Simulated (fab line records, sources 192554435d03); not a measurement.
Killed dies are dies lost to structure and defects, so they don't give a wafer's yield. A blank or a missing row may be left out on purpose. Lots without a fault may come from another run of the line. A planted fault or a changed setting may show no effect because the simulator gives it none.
Chamber matching | flow n5_finfet | N5_MOL_CONTACT_COAG_CMP_52 on cmp-03: 4 sister chambers
The step polishes, stops on SiO2, t overpolish 1.5 s, target thk 66.5 nm. 8 wafers are shown with their chamber, then 7 later ones without.

WAFERS WITH THEIR CHAMBER
wafer  | chamber | motor_current_A (A) | time_to_endpoint_s (s)
L079.3 | 3       | 10.1                | 12.8
L079.4 | 2       | 12.2                | 10.8
L079.6 | 0       | 16.1                | 12.0
L080.1 | 1       | 11.8                | 9.1
L080.2 | 3       | 10.2                | 15.5
L080.6 | 1       | 12.1                | 11.5
L085.2 | 0       | 15.8                | 11.3
L085.3 | 2       | 12.6                | 10.7

WAFERS WITHOUT THEIR CHAMBER
wafer  | motor_current_A (A) | time_to_endpoint_s (s)
L085.6 | 12.1                | 9.3
L090.2 | 15.9                | 9.5
L090.3 | 10.3                | 11.8
L090.4 | 11.8                | 9.1
L093.1 | 12.2                | 7.5
L093.2 | 11.9                | 8.7
L093.4 | 15.1                | 9.7

WHICH CHAMBER EACH WENT THROUGH
wafer  | from the rows above     | in truth
L085.6 | can't be placed: 1 or 2 | 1
L090.2 | 0                       | 0
L090.3 | 3                       | 3
L090.4 | can't be placed: 1 or 2 | 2
L093.1 | can't be placed: 1 or 2 | 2
L093.2 | can't be placed: 1 or 2 | 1
L093.4 | 0                       | 0
Placed correctly: 3 of 7. Can't be placed from these rows: 4 (the true chamber is among the candidates in 4). Placed wrongly: 0.
How it was worked out, from the rows above alone: a wafer's distance from a chamber is the root of the sum, over the readings, of the square of ((its reading less the chamber's mean) divided by the reading's scatter). The wafer belongs to the nearest chamber; if the next one is less than 2 further off, it can't be placed. A chamber's mean is the mean of its shown wafers. The scatter: the root of (the sum of the squares of (reading less its chamber's mean) over the shown wafers, divided by (wafers less chambers)).
